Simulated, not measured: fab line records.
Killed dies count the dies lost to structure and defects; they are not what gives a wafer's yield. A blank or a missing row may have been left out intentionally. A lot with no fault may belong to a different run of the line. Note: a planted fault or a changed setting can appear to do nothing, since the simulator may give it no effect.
Chamber matching    flow n5-finfet    N5_BEOL_M9_STRIP_36 on rie-diel-03: 4 sister chambers
The step strips in N2/H2. 14 wafers are shown with their chamber, then 7 later ones without.

== WAFERS PAIRED WITH THEIR CHAMBERS ==
wafer   chamber  drypump-motor-current-A (A)  showerhead-plenum-p-Torr (Torr)  oes-product-au (a.u.)
L074.3  2        6.6                          2.50                             0.71
L074.4  0        5.3                          2.54                             0.79
L074.6  0        5.3                          2.54                             0.78
L080.1  1        5.8                          2.48                             0.91
L080.3  2        6.6                          2.50                             0.71
L080.4  0        5.2                          2.53                             0.77
L078.1  2        6.6                          2.49                             0.70
L078.4  1        5.8                          2.48                             0.91
L078.5  2        6.6                          2.49                             0.70
L086.2  3        6.4                          2.60                             0.69
L086.5  0        5.2                          2.53                             0.75
L086.6  1        5.8                          2.48                             0.89
L088.1  3        6.5                          2.60                             0.67
L088.2  1        5.8                          2.47                             0.88

SIGNATURES (means of the wafers above)
reading                   chamber 0  chamber 1  chamber 2  chamber 3  scatter within a chamber
drypump-motor-current-A   5.250      5.800      6.600      6.450      0.0387
showerhead-plenum-p-Torr  2.5350     2.4775     2.4950     2.6000     0.00524
oes-product-au            0.7725     0.8975     0.7050     0.6800     0.0136
Rule: for a wafer and a chamber, the distance is found by dividing, reading by reading, the gap between the wafer's reading and the chamber's mean by the reading's scatter, squaring, summing and taking the root. If the next closest chamber is less than 2 further off than the closest, the wafer can't be placed; otherwise it belongs to the closest. The scatter: the root of (the sum of the squares of (reading less its chamber's mean) over the shown wafers, divided by (wafers less chambers)).

== WAFERS MISSING THEIR CHAMBER ==
wafer   drypump-motor-current-A (A)  showerhead-plenum-p-Torr (Torr)  oes-product-au (a.u.)
L088.3  5.8                          2.48                             0.88
L087.2  6.5                          2.59                             0.67
L087.3  5.8                          2.47                             0.88
L087.6  6.5                          2.59                             0.67
L095.1  5.8                          2.47                             0.86
L095.2  6.5                          2.49                             0.92
L095.4  5.9                          2.47                             0.85

== WHICH CHAMBER EACH ONE RAN IN ==
wafer   from the rows above  in truth
L088.3  1                    1
L087.2  3                    3
L087.3  1                    1
L087.6  3                    3
L095.1  1                    1
L095.2  2                    2
L095.4  1                    1
Correctly placed: 7 of 7. Not placeable from these rows: 0. 0 placed wrongly.
